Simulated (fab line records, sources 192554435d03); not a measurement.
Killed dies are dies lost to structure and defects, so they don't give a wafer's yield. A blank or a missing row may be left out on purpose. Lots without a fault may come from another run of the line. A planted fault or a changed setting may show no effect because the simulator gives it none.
Which tool did it? | flow n5_finfet | 24 lots, 72 wafers sampled, at 5 steps of a route of 1938

WHAT THE GAUGES READ, wafer by wafer
N5_SD_EPI_N_INSPECT_26: inspects for defects (darkfield).
lot  | measured    | on                | raw_defect_count
L074 | day 3 05:38 | defect_inspect-02 | 142 145 169
L075 | day 3 12:55 | defect_inspect-02 | 231 237 329
L076 | day 3 18:13 | defect_inspect-01 | 235 169 198
L077 | day 4 01:40 | defect_inspect-02 | 226 212 175
L078 | day 4 05:32 | defect_inspect-02 | 277 251 212
L079 | day 4 11:19 | defect_inspect-01 | 150 191 200
L080 | day 4 16:41 | defect_inspect-01 | 195 159 168
L081 | day 5 00:58 | defect_inspect-02 | 340 192 235
L082 | day 5 06:43 | defect_inspect-01 | 259 169 231
L083 | day 5 13:08 | defect_inspect-02 | 151 159 168
L084 | day 5 20:31 | defect_inspect-01 | 241 202 198
L085 | day 6 00:42 | defect_inspect-02 | 251 205 226
L086 | day 6 08:10 | defect_inspect-02 | 230 249 286
L087 | day 6 12:05 | defect_inspect-01 | 242 155 215
L088 | day 6 16:44 | defect_inspect-01 | 205 222 202
L089 | day 6 22:29 | defect_inspect-01 | 268 206 155
L090 | day 7 05:52 | defect_inspect-01 | 210 168 186
L091 | day 7 12:07 | defect_inspect-02 | 222 257 150
L092 | day 7 19:26 | defect_inspect-02 | 184 182 185
L093 | day 8 00:02 | defect_inspect-02 | 221 251 188
L094 | day 8 07:30 | defect_inspect-02 | 252 257 277
L095 | day 8 12:30 | defect_inspect-02 | 195 175 211
L096 | day 8 16:22 | defect_inspect-02 | 270 261 191
L097 | day 9 01:43 | defect_inspect-01 | 187 163 163

WHICH TOOL RAN EACH LOT (tool, then ch and the chambers of the sampled wafers, then the start)
lot  | N5_FIN_SAQP_HM_CD_35   | N5_FIN_CUT_CUT_ETCH_26            | N5_DUMMY_GATE_ETCH_42             | N5_SPACER0_ALD_08
L074 | cd_sem-01, day 2 03:18 | rie_diel-02 ch 0,2,3, day 2 04:29 | rie_diel-04 ch 1,3, day 2 23:56   | ald_sin-01 ch 1,2,3, day 3 00:37
L075 | cd_sem-02, day 2 09:18 | rie_diel-02 ch 0,1,3, day 2 10:37 | rie_diel-02 ch 1,2, day 3 07:08   | ald_sin-02 ch 0,3, day 3 07:54
L076 | cd_sem-03, day 2 15:43 | rie_diel-04 ch 0,1,3, day 2 16:54 | rie_diel-06 ch 0,1,2, day 3 11:50 | ald_sin-03 ch 0,1,3, day 3 12:48
L077 | cd_sem-03, day 2 19:39 | rie_diel-02 ch 0,1,2, day 2 20:52 | rie_diel-04 ch 1,2, day 3 19:29   | ald_sin-03 ch 1,2,3, day 3 20:10
L078 | cd_sem-02, day 3 02:08 | rie_diel-06 ch 0,1,2, day 3 03:19 | rie_diel-04 ch 0,1,2, day 3 22:28 | ald_sin-03 ch 0,1,2, day 4 01:01
L079 | cd_sem-02, day 3 07:58 | rie_diel-02 ch 0,1,3, day 3 09:10 | rie_diel-06 ch 0,3, day 4 04:23   | ald_sin-03 ch 1,2,3, day 4 06:13
L080 | cd_sem-01, day 3 13:53 | rie_diel-06 ch 1,3, day 3 15:05   | rie_diel-06 ch 0,2, day 4 11:08   | ald_sin-01 ch 1,3, day 4 12:05
L081 | cd_sem-02, day 3 20:05 | rie_diel-04 ch 0,2, day 3 21:16   | rie_diel-02 ch 2,3, day 4 16:43   | ald_sin-01 ch 0,1, day 4 18:59
L082 | cd_sem-03, day 4 03:20 | rie_diel-02 ch 0,2,3, day 4 04:38 | rie_diel-04 ch 0,1, day 5 00:43   | ald_sin-02 ch 0,2,3, day 5 01:59
L083 | cd_sem-03, day 4 10:25 | rie_diel-04 ch 1,2, day 4 11:52   | rie_diel-04 ch 0,3, day 5 07:04   | ald_sin-03 ch 2,3, day 5 07:44
L084 | cd_sem-01, day 4 14:22 | rie_diel-02 ch 2,3, day 4 15:46   | rie_diel-06 ch 0,1,3, day 5 14:04 | ald_sin-02 ch 1,2, day 5 14:45
L085 | cd_sem-03, day 4 21:07 | rie_diel-04 ch 0,1,2, day 4 22:19 | rie_diel-06 ch 0,2,3, day 5 18:44 | ald_sin-03 ch 1,2, day 5 19:25
L086 | cd_sem-01, day 5 04:39 | rie_diel-06 ch 0,1,3, day 5 05:58 | rie_diel-06 ch 1,2,3, day 6 01:38 | ald_sin-03 ch 0,1,3, day 6 02:30
L087 | cd_sem-02, day 5 09:25 | rie_diel-04 ch 0,3, day 5 10:46   | rie_diel-04 ch 1,2,3, day 6 06:35 | ald_sin-01 ch 0,1, day 6 07:25
L088 | cd_sem-01, day 5 13:38 | rie_diel-06 ch 0,1, day 5 14:58   | rie_diel-02 ch 1,2, day 6 10:37   | ald_sin-03 ch 0,3, day 6 11:30
L089 | cd_sem-01, day 5 20:15 | rie_diel-04 ch 2,3, day 5 21:38   | rie_diel-04 ch 0,1, day 6 17:01   | ald_sin-01 ch 0,1,3, day 6 17:47
L090 | cd_sem-03, day 6 02:35 | rie_diel-04 ch 2,3, day 6 03:53   | rie_diel-02 ch 1,2, day 6 23:12   | ald_sin-02 ch 1,2,3, day 6 23:53
L091 | cd_sem-02, day 6 08:56 | rie_diel-02 ch 0,3, day 6 10:23   | rie_diel-02 ch 0,2,3, day 7 06:03 | ald_sin-01 ch 1,2, day 7 06:55
L092 | cd_sem-02, day 6 15:29 | rie_diel-02 ch 1,2,3, day 6 17:44 | rie_diel-04 ch 0,1, day 7 13:22   | ald_sin-03 ch 0,3, day 7 14:03
L093 | cd_sem-03, day 6 21:44 | rie_diel-02 ch 1,2,3, day 6 23:02 | rie_diel-06 ch 1,2,3, day 7 18:10 | ald_sin-02 ch 0,1,3, day 7 18:50
L094 | cd_sem-02, day 7 04:53 | rie_diel-04 ch 0,1,2, day 7 06:11 | rie_diel-04 ch 0,1, day 8 01:29   | ald_sin-02 ch 1,2,3, day 8 02:10
L095 | cd_sem-01, day 7 09:00 | rie_diel-06 ch 0,1,3, day 7 10:18 | rie_diel-02 ch 0,1, day 8 05:40   | ald_sin-02 ch 0,1,3, day 8 06:22
L096 | cd_sem-03, day 7 13:50 | rie_diel-06 ch 1,2,3, day 7 15:08 | rie_diel-02 ch 1,3, day 8 10:02   | ald_sin-03 ch 0,1,2, day 8 11:38
L097 | cd_sem-01, day 7 20:00 | rie_diel-06 ch 0,3, day 7 21:10   | rie_diel-06 ch 0,2, day 8 18:10   | ald_sin-02 ch 1,2, day 8 20:59
- N5_FIN_SAQP_HM_CD_35: target cd 8 nm.
- N5_FIN_CUT_CUT_ETCH_26: etches SiNx in CH3F/O2, target depth 39 nm, time 55.7 s.
- N5_DUMMY_GATE_ETCH_42: etches SiO2 in CHF3/O2, target depth 3.5 nm, time 31 s.
- N5_SPACER0_ALD_08: deposits SiNx, target thk 2 nm.

WHAT THE TOOLS THEMSELVES READ (means of the sampled wafers that have a number; where no wafer has one, the mark that the record gives instead)
N5_FIN_SAQP_HM_CD_35.
lot  | tool      | cd_nm (nm)
L074 | cd_sem-01 | 8.03
L075 | cd_sem-02 | 8.19
L076 | cd_sem-03 | 8.06
L077 | cd_sem-03 | 8.41
L078 | cd_sem-02 | 8.18
L079 | cd_sem-02 | 8.24
L080 | cd_sem-01 | 8.16
L081 | cd_sem-02 | 8.26
L082 | cd_sem-03 | 8.12
L083 | cd_sem-03 | 8.09
L084 | cd_sem-01 | 8.23
L085 | cd_sem-03 | 7.92
L086 | cd_sem-01 | 8.24
L087 | cd_sem-02 | 7.92
L088 | cd_sem-01 | 8.27
L089 | cd_sem-01 | 7.87
L090 | cd_sem-03 | 8.22
L091 | cd_sem-02 | 8.28
L092 | cd_sem-02 | 8.04
L093 | cd_sem-03 | 7.97
L094 | cd_sem-02 | 8.28
L095 | cd_sem-01 | 8.06
L096 | cd_sem-03 | 8.14
L097 | cd_sem-01 | 8.05

N5_FIN_CUT_CUT_ETCH_26.
lot  | tool        | CH3F_flow_sccm (sccm) | drypump_motor_current_A (A) | oes_product_au (a.u.) | rf_vpp_V (V) | showerhead_plenum_p_Torr (Torr) | throttle_valve_pct (%)
L074 | rie_diel-02 | 30.04                 | 5.8                         | 0.85                  | 296          | 2.07                            | 16.33
L075 | rie_diel-02 | 29.99                 | 5.5                         | 0.90                  | 297          | 2.13                            | 16.14
L076 | rie_diel-04 | 29.93                 | 5.7                         | 0.72                  | 298          | 2.00                            | 16.51
L077 | rie_diel-02 | 29.97                 | 5.7                         | 0.87                  | 295          | 2.07                            | 16.37
L078 | rie_diel-06 | 29.99                 | 5.9                         | 0.85                  | 296          | 2.00                            | 16.15
L079 | rie_diel-02 | 29.95                 | 5.5                         | 0.88                  | 297          | 2.13                            | 16.14
L080 | rie_diel-06 | 29.97                 | 5.8                         | 0.83                  | 300          | 2.04                            | 16.12
L081 | rie_diel-04 | 29.94                 | 5.4                         | 0.80                  | 295          | 1.95                            | 16.35
L082 | rie_diel-02 | 29.89                 | 5.8                         | 0.84                  | 296          | 2.06                            | 16.35
L083 | rie_diel-04 | 30.00                 | 5.4                         | 0.82                  | 296          | 1.96                            | 16.38
L084 | rie_diel-02 | 29.95                 | 6.3                         | 0.85                  | 294          | 2.01                            | 16.34
L085 | rie_diel-04 | 29.95                 | 5.6                         | 0.75                  | 298          | 1.97                            | 16.39
L086 | rie_diel-06 | 30.05                 | 5.8                         | 0.80                  | 298          | 1.98                            | 16.22
L087 | rie_diel-04 | 30.04                 | 5.9                         | 0.87                  | 294          | 2.01                            | 16.33
L088 | rie_diel-06 | 29.96                 | 5.8                         | 0.79                  | 295          | 1.93                            | 16.28
L089 | rie_diel-04 | 30.04                 | 5.8                         | 0.93                  | 291          | 2.01                            | 16.32
L090 | rie_diel-04 | 30.02                 | 5.5                         | 0.88                  | 293          | 1.97                            | 16.35
L091 | rie_diel-02 | 30.12                 | 5.6                         | 0.83                  | 296          | 2.12                            | 16.16
L092 | rie_diel-02 | 30.00                 | 6.0                         | 0.86                  | 293          | 2.06                            | 16.18
L093 | rie_diel-02 | 30.02                 | 6.0                         | 0.86                  | 294          | 2.06                            | 16.18
L094 | rie_diel-04 | 30.04                 | 5.5                         | 0.83                  | 298          | 1.96                            | 16.27
L095 | rie_diel-06 | 30.01                 | 5.8                         | 0.78                  | 297          | 1.98                            | 16.24
L096 | rie_diel-06 | 30.01                 | 5.9                         | 0.82                  | 298          | 2.05                            | 16.14
L097 | rie_diel-06 | 30.07                 | 5.6                         | 0.73                  | 298          | 1.96                            | 16.39

N5_DUMMY_GATE_ETCH_42.
lot  | tool        | drypump_motor_current_A (A) | oes_product_au (a.u.) | rf_vpp_V (V) | showerhead_plenum_p_Torr (Torr) | throttle_valve_pct (%)
L074 | rie_diel-04 | 5.7                         | 0.72                  | 42.0         | 2.43                            | 18.92
L075 | rie_diel-02 | 6.2                         | 0.89                  | 41.7         | 2.41                            | 18.78
L076 | rie_diel-06 | 5.9                         | 0.84                  | 42.7         | 2.41                            | 18.59
L077 | rie_diel-04 | 5.5                         | 0.78                  | 41.9         | 2.39                            | 18.80
L078 | rie_diel-04 | 5.5                         | 0.76                  | 41.9         | 2.37                            | 18.77
L079 | rie_diel-06 | 5.6                         | 0.76                  | 42.3         | 2.37                            | 18.75
L080 | rie_diel-06 | 5.7                         | 0.78                  | 42.3         | 2.38                            | 18.73
L081 | rie_diel-02 | 6.1                         | 0.86                  | 42.3         | 2.49                            | 18.55
L082 | rie_diel-04 | 5.6                         | 0.71                  | 41.7         | 2.39                            | 18.78
L083 | rie_diel-04 | 5.8                         | 0.79                  | 42.3         | 2.39                            | 18.77
L084 | rie_diel-06 | 5.8                         | 0.80                  | 43.2         | 2.39                            | 18.62
L085 | rie_diel-06 | 5.7                         | 0.78                  | 42.6         | 2.45                            | 18.68
L086 | rie_diel-06 | 5.9                         | 0.83                  | 43.0         | 2.46                            | 18.53
L087 | rie_diel-04 | 5.6                         | 0.84                  | 41.5         | 2.40                            | 18.83
L088 | rie_diel-02 | 5.9                         | 0.88                  | 42.1         | 2.48                            | 18.63
L089 | rie_diel-04 | 5.6                         | 0.89                  | 43.1         | 2.37                            | 18.52
L090 | rie_diel-02 | 5.9                         | 0.88                  | 41.5         | 2.48                            | 18.63
L091 | rie_diel-02 | 5.8                         | 0.81                  | 42.3         | 2.47                            | 18.83
L092 | rie_diel-04 | 5.6                         | 0.79                  | 42.7         | 2.38                            | 18.69
L093 | rie_diel-06 | 5.9                         | 0.82                  | 43.4         | 2.46                            | 18.56
L094 | rie_diel-04 | 5.6                         | 0.85                  | 42.4         | 2.36                            | 18.54
L095 | rie_diel-02 | 5.3                         | 0.80                  | 42.9         | 2.54                            | 18.90
L096 | rie_diel-02 | 5.8                         | 0.85                  | 42.2         | 2.56                            | 18.40
L097 | rie_diel-06 | 5.7                         | 0.75                  | 42.0         | 2.37                            | 18.79

N5_SPACER0_ALD_08.
lot  | tool       | heater_power_w (W)
L074 | ald_sin-01 | 806
L075 | ald_sin-02 | 961
L076 | ald_sin-03 | 794
L077 | ald_sin-03 | 822
L078 | ald_sin-03 | 876
L079 | ald_sin-03 | 817
L080 | ald_sin-01 | 873
L081 | ald_sin-01 | 855
L082 | ald_sin-02 | 981
L083 | ald_sin-03 | 806
L084 | ald_sin-02 | 858
L085 | ald_sin-03 | 813
L086 | ald_sin-03 | 799
L087 | ald_sin-01 | 834
L088 | ald_sin-03 | 808
L089 | ald_sin-01 | 853
L090 | ald_sin-02 | 960
L091 | ald_sin-01 | 767
L092 | ald_sin-03 | 862
L093 | ald_sin-02 | 930
L094 | ald_sin-02 | 953
L095 | ald_sin-02 | 929
L096 | ald_sin-03 | 872
L097 | ald_sin-02 | 859

THE ANSWER, worked out from the rows above alone
Rule: what is usual is taken from the lots themselves. Put in order of their means at a reading, lots are off if they are a third of the lots or fewer, leave a main group of 4 or more, and stand apart from it by a gap of 3 or more times the standard deviation of the main group's means; of several such gaps the widest counts. A main group whose means are all the same, to the digits that the tables above print for the reading, isn't used. A lot without any number at a reading at which 4 lots or more have one is off too. The other lots that the step has rows for count as sound. The gauges are gone through in route order, then the tools' own readings, and for those a lot's mean is taken as printed above. The first step at which some lot is off is used, and at that step the reading that is off furthest; a lot without a number counts as furthest.
No lot is off at any reading shown: from this, nothing can be told.

WHAT THE SIMULATOR HAD PUT IN
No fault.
